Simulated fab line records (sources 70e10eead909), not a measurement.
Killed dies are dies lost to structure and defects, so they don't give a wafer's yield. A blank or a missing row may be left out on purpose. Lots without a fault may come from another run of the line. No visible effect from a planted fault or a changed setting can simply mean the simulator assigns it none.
Problem report in the 8D (eight disciplines) form, filled by code ; flow nand harc ; the parts of the form that need people (team, actions taken, sign-off) are left out

== 1. WHAT IS WRONG ==
At NHARC_A_SLIT_ETCH_15, run length s averages 675.4 s over 6 wafers from 2 lots, while fault-free wafers read 853.0 s, standard deviation 0.44. That is -99 or more standard deviations from the usual mean.
The step: etches the open film in O2/COS, target depth 3200 nm, time 832 s.
First observed at day 18 03:47: wafer L303.3, on rie diel-01. Wafers with a number at this step in the record: 18, from 6 lots. By rule, "out" or "out of limits" means more than 4 standard deviations away from the usual mean. The rest of the wafers with a number are treated as sound.

== 2. WHAT IT IS, WHAT IT ISN'T ==
question;is;is not
which readings at this step;run length s;drypump motor current A, rf vpp V, showerhead plenum p Torr, throttle valve pct
which lots;L303, L306;L290, L294, L308, L309
which wafers of those lots;all that have a number;-
read on which tools;rie diel-01;rie diel-02, rie diel-13
when;from day 18 03:47;"up to then (6 sound wafers); but 6 sound wafers of L308, L309 came after"

== 3. WHAT RULES OUT EACH SUSPECT ==
Counting: a tool stays on the suspect list if, at a process step up to the reading, it processed all lots that are out and no sound lot following the first of them.
- rie diel-01 at NHARC_A_SLIT_DESCUM_14 (chemistry O2, time 3 s): kept. It processed each lot that is out, first L303 at day 18 03:26, and no sound lot thereafter; up to then, the last sound lot it processed was L290 at day 15 07:32.
- rie diel-01 at NHARC_A_SLIT_ETCH_24 (etches the open film in CF4/CHF3, target depth 121 nm, time 60.5 s): kept. It processed each lot that is out, first L303 at day 18 03:32, and no sound lot thereafter; up to then, the last sound lot it processed was L290 at day 15 07:37.
- rie diel-01 at NHARC_A_SLIT_ETCH_15 (etches the open film in O2/COS, target depth 3200 nm, time 832 s): kept. It processed each lot that is out, first L303 at day 18 03:47, and no sound lot thereafter; up to then, the last sound lot it processed was L290 at day 15 07:43. Its own readings are out on those wafers: run length s.
rie diel-01 at NHARC_A_SLIT_DESCUM_14, rie diel-01 at NHARC_A_SLIT_ETCH_24 and rie diel-01 at NHARC_A_SLIT_ETCH_15 are what is left after counting.

== 4. THE CAUSE (what the simulator had put in) ==
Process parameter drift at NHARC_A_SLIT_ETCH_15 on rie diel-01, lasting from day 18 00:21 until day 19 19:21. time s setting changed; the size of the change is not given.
Of the 3 suspects that counting leaves, this tool is one.

== 5. THE CHAIN OF EFFECTS, in route order ==
One row per reading whose mean, taken over the struck wafers that have a number, lies over 3 standard deviations from the usual. Scope: only readings with a usual standard deviation given in the record; hours: median across lots of the time from each lot's start at the first step in this table that gives one to its start at this step; sigmas: change in usual standard deviations.
hours;step;reading;usual;on struck wafers;change;sigmas
0;NHARC_A_SLIT_ETCH_15;run length s;853.0 s;675.4;-177.6;-99 or more
Process steps it contains:
- NHARC_A_SLIT_ETCH_15: etches the open film in O2/COS, target depth 3200 nm, time 832 s.
Readings that are blank on the struck wafers while sound wafers have them: bias w at NHARC_A_SLIT_ETCH_15.

== 6. WHAT WOULD HAVE CAUGHT IT SOONER ==
First out-of-limits reading in this record: day 18 03:47, which is 3 hours after fault onset at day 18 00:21.
